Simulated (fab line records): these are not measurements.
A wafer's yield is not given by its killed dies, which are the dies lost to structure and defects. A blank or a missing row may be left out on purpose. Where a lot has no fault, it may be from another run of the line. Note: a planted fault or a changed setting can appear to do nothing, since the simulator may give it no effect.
What tool caused it? :: flow n5 finfet :: Sampling: 12 lots, 36 wafers, 5 of 1938 route steps

WHAT THE GAUGES SHOWED, per wafer
N5_BEOL_M1_CD_MEAS_11 targets a cd of 17.05 nm.
lot: L075
measured: day 6 07:33
on: cd sem-02
cd nm (nm): 16.76 16.91 16.81

lot: L077
measured: day 6 16:47
on: cd sem-02
cd nm (nm): 17.11 17.23 16.90

lot: L079
measured: day 7 07:43
on: cd sem-01
cd nm (nm): 16.70 16.81 16.85

lot: L081
measured: day 7 17:38
on: cd sem-01
cd nm (nm): 17.07 16.98 16.70

lot: L083
measured: day 8 06:50
on: cd sem-01
cd nm (nm): 16.66 16.60 16.86

lot: L084
measured: day 8 20:44
on: cd sem-02
cd nm (nm): 17.14 16.70 17.56

lot: L087
measured: day 9 07:47
on: cd sem-02
cd nm (nm): 16.95 16.85 16.69

lot: L089
measured: day 9 19:44
on: cd sem-01
cd nm (nm): 16.94 17.11 17.00

lot: L091
measured: day 10 06:54
on: cd sem-02
cd nm (nm): 17.02 16.94 16.50

lot: L094
measured: day 11 03:11
on: cd sem-01
cd nm (nm): 16.83 16.88 17.35

lot: L095
measured: day 11 10:14
on: cd sem-01
cd nm (nm): 17.27 16.42 16.88

lot: L097
measured: day 12 15:19
on: cd sem-03
cd nm (nm): 17.02 16.71 17.10

EACH LOT AND THE TOOL THAT RAN IT (in order: tool; ch and the chambers of the sampled wafers; start)
lot: L075
N5_BEOL_M0_STRIP_104: rie diel-02 ch 1,2, day 6 02:55
N5_BEOL_M0_ETCH_128: rie diel-01 ch 1,2,3, day 6 03:02
N5_BEOL_M0_ANNEAL_133: pvd sputter-01, day 6 04:37
N5_BEOL_M0_CO_CAP_123: cvd co-01 ch 0,2, day 6 06:28

lot: L077
N5_BEOL_M0_STRIP_104: rie diel-01 ch 0,3, day 6 09:53
N5_BEOL_M0_ETCH_128: rie diel-02 ch 1,2,3, day 6 10:21
N5_BEOL_M0_ANNEAL_133: pvd sputter-03, day 6 13:08
N5_BEOL_M0_CO_CAP_123: cvd co-02 ch 0,2, day 6 14:25

lot: L079
N5_BEOL_M0_STRIP_104: rie diel-02 ch 1,2,3, day 7 00:02
N5_BEOL_M0_ETCH_128: rie diel-02 ch 0,1,3, day 7 00:10
N5_BEOL_M0_ANNEAL_133: pvd sputter-02, day 7 02:16
N5_BEOL_M0_CO_CAP_123: cvd co-02 ch 0,1, day 7 03:41

lot: L081
N5_BEOL_M0_STRIP_104: rie diel-02 ch 1,3, day 7 13:22
N5_BEOL_M0_ETCH_128: rie diel-04 ch 1,3, day 7 13:41
N5_BEOL_M0_ANNEAL_133: pvd sputter-03, day 7 15:40
N5_BEOL_M0_CO_CAP_123: cvd co-02 ch 1,2, day 7 16:43

lot: L083
N5_BEOL_M0_STRIP_104: rie diel-02 ch 0,2,3, day 8 00:38
N5_BEOL_M0_ETCH_128: rie diel-04 ch 1,2, day 8 00:48
N5_BEOL_M0_ANNEAL_133: pvd sputter-03, day 8 02:55
N5_BEOL_M0_CO_CAP_123: cvd co-02 ch 0,1, day 8 04:02

lot: L084
N5_BEOL_M0_STRIP_104: rie diel-02 ch 0,1, day 8 13:58
N5_BEOL_M0_ETCH_128: rie diel-04 ch 1,3, day 8 14:05
N5_BEOL_M0_ANNEAL_133: pvd sputter-02, day 8 17:01
N5_BEOL_M0_CO_CAP_123: cvd co-01 ch 1,2, day 8 18:16

lot: L087
N5_BEOL_M0_STRIP_104: rie diel-04 ch 1,2, day 9 02:07
N5_BEOL_M0_ETCH_128: rie diel-04 ch 0,1,2, day 9 02:14
N5_BEOL_M0_ANNEAL_133: pvd sputter-03, day 9 05:14
N5_BEOL_M0_CO_CAP_123: cvd co-01 ch 0,2, day 9 06:26

lot: L089
N5_BEOL_M0_STRIP_104: rie diel-02 ch 1,2, day 9 13:52
N5_BEOL_M0_ETCH_128: rie diel-02 ch 0,3, day 9 14:16
N5_BEOL_M0_ANNEAL_133: pvd sputter-03, day 9 16:09
N5_BEOL_M0_CO_CAP_123: cvd co-02 ch 0,1, day 9 17:10

lot: L091
N5_BEOL_M0_STRIP_104: rie diel-01 ch 0,2, day 10 01:15
N5_BEOL_M0_ETCH_128: rie diel-04 ch 0,1,3, day 10 02:23
N5_BEOL_M0_ANNEAL_133: pvd sputter-01, day 10 04:14
N5_BEOL_M0_CO_CAP_123: cvd co-02 ch 0,2, day 10 05:34

lot: L094
N5_BEOL_M0_STRIP_104: rie diel-02 ch 0,1,3, day 10 19:43
N5_BEOL_M0_ETCH_128: rie diel-04 ch 0,2,3, day 10 19:50
N5_BEOL_M0_ANNEAL_133: pvd sputter-02, day 10 21:44
N5_BEOL_M0_CO_CAP_123: cvd co-02 ch 0,1,2, day 11 00:46

lot: L095
N5_BEOL_M0_STRIP_104: rie diel-04 ch 0,3, day 11 03:50
N5_BEOL_M0_ETCH_128: rie diel-01 ch 2,3, day 11 03:58
N5_BEOL_M0_ANNEAL_133: pvd sputter-02, day 11 06:49
N5_BEOL_M0_CO_CAP_123: cvd co-01 ch 0,2, day 11 08:02

lot: L097
N5_BEOL_M0_STRIP_104: rie diel-02 ch 1,3, day 12 07:25
N5_BEOL_M0_ETCH_128: rie diel-02 ch 2,3, day 12 09:19
N5_BEOL_M0_ANNEAL_133: pvd sputter-03, day 12 12:05
N5_BEOL_M0_CO_CAP_123: cvd co-01 ch 0,1,2, day 12 13:33
- N5_BEOL_M0_STRIP_104: strips in N2/H2.
- N5_BEOL_M0_ETCH_128: etches SiCN in CF4/N2, target depth 12 nm, overetch 5.1 nm, time 21.4 s.
- N5_BEOL_M0_ANNEAL_133: time 60 s.
- N5_BEOL_M0_CO_CAP_123: material Co, precursor CCTBA/H2, target thk 2 nm, time 102.1 s.

THE ANSWER, worked out from the rows above alone
Rule: the lots themselves supply what counts as usual. Put in order of their means at a reading, lots are off if they are a third of the lots or fewer, leave a main group of 4 or more, and stand apart from it by a gap of 3 or more times the standard deviation of the main group's means; of several such gaps the widest counts. A main group whose means are all the same, to the digits that the tables above print for the reading, isn't used. Also off: a lot with no number at a reading for which 4 or more lots have one. All remaining lots with rows at the step are treated as sound.
Across all readings shown, no lot is off: no conclusion can be drawn from this.

WHAT WAS PUT IN BY THE SIMULATOR
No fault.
